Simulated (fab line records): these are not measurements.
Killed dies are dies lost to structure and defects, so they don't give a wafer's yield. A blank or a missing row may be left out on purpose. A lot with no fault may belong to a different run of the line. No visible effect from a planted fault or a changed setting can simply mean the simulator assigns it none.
Struck lot and sound lot, side by side + flow nandHarc + 14 out of 1159 route steps
Sound: the wafers L750.1, L750.3, L750.6. Wafers struck: L761.2, L761.4, L761.5. The cause comes at the end.
Order at every step that has rows: each side's tool, ch and its chambers, its first start. Under that, the readings that differ: sound wafers + struck wafers + difference of the means + sigmas: that difference in standard deviations of wafers without a fault.
alike: readings with means less than 2 such deviations apart, plus words and numbers identical on both sides. not compared: withheld readings, readings lacking a value on some wafer, bounds such as >300 that could conceal the same value, and numbers that have no deviation in the record and whose values overlap.
A row with sigmas, a row that says differs or no value, or rows on one side alone: a step with any of these is where the two part. Numbers that have no deviation but don't overlap get no sigmas and don't part them. A reading missing from all wafers of one side parts the sides only when that side holds two or more wafers.

first, 6 steps without rows for these wafers: NHARC_A_STAIRCASE_TRIM_189 (chemistry O2, time 211.2 s); NHARC_A_STAIRCASE_ETCH_190 (etches the open film in C4F8/O2, target depth 100 nm, time 40.5 s); NHARC_A_STAIRCASE_TRIM_191 (chemistry O2, time 211.2 s); NHARC_A_STAIRCASE_ETCH_192 (etches the open film in C4F8/O2, target depth 100 nm, time 40.5 s); NHARC_A_STAIRCASE_TRIM_193 (chemistry O2, time 211.2 s); NHARC_A_STAIRCASE_ETCH_194 (etches the open film in C4F8/O2, target depth 100 nm, time 40.5 s).
NHARC_A_STAIRCASE_TRIM_196: chemistry O2, time 211.2 s.
  sound on rieDiel-13 ch 0,2, day 11 23:47; struck on rieDiel-06 ch 0,1,3, day 14 17:30
  alike: chamberPressureMTorr, drypumpMotorCurrentA, oesProductAu, rfVppV, showerheadPlenumPTorr, throttleValvePct
  not compared: rfHoursCounterH
NHARC_A_STAIRCASE_ETCH_197: etches the open film in C4F8/O2, target depth 100 nm, time 40.5 s.
  sound on rieDiel-13 ch 0,1,2; struck on rieDiel-06 ch 0,1
  alike: biasW, chamberPressureMTorr, oesProductAu, rfVppV
  not compared: rfHoursCounterH
NHARC_A_STAIRCASE_TRIM_198: chemistry O2, time 211.2 s.
  sound on rieDiel-13 ch 0,1,3; struck on rieDiel-06 ch 2,3
| reading                      | sound          | struck         | difference | sigmas |
|------------------------------|----------------|----------------|------------|--------|
| showerheadPlenumPTorr (Torr) | 3.30 3.53 3.28 | 3.67 3.70 3.67 | +0.31      | +2     |
  alike: chamberPressureMTorr, drypumpMotorCurrentA, oesProductAu, rfVppV, throttleValvePct
  not compared: rfHoursCounterH
NHARC_A_STAIRCASE_ETCH_199: etches the open film in C4F8/O2, target depth 100 nm, time 40.5 s.
  sound on rieDiel-13 ch 0,2; struck on rieDiel-06 ch 0,1,3
  alike: biasW, chamberPressureMTorr, oesProductAu, rfVppV
  not compared: rfHoursCounterH
then, 1 step without rows for these wafers: NHARC_A_STAIRCASE_TRIM_200 (chemistry O2, time 211.2 s).
NHARC_A_STAIRCASE_ETCH_201: etches the open film in C4F8/O2, target depth 100 nm, time 40.5 s.
  sound on rieDiel-13 ch 0,2,3, day 12 00:31; struck on rieDiel-06 ch 1,3, day 14 18:08
  no value came back on the struck wafers for biasW (W), chamberPressureMTorr (mTorr), oesProductAu (a.u.), rfVppV (V); on the sound wafers biasW (W) reads 998 1000 989
  not compared: rfHoursCounterH
NHARC_A_STAIRCASE_TRIM_202: chemistry O2, time 211.2 s.
  sound on rieDiel-13 ch 0,3; struck on rieDiel-06 ch 1,3
  alike: chamberPressureMTorr, drypumpMotorCurrentA, oesProductAu, rfVppV, showerheadPlenumPTorr, throttleValvePct
  not compared: rfHoursCounterH
-- jump in the record: it breaks off in module A_STAIRCASE and resumes in module END (first step shown: number 1159 of the route), and 8 days separate the struck wafers' starts before and after --
NHARC_END_SORT_01:
  at this point the record logs the struck wafers (prober-01 ch 0, day 23 04:04) and has no rows for the sound ones

WHERE THEY PART
At NHARC_A_STAIRCASE_TRIM_198 first; at NHARC_END_SORT_01 last (within this record only).

WHY: whatever the simulator had introduced
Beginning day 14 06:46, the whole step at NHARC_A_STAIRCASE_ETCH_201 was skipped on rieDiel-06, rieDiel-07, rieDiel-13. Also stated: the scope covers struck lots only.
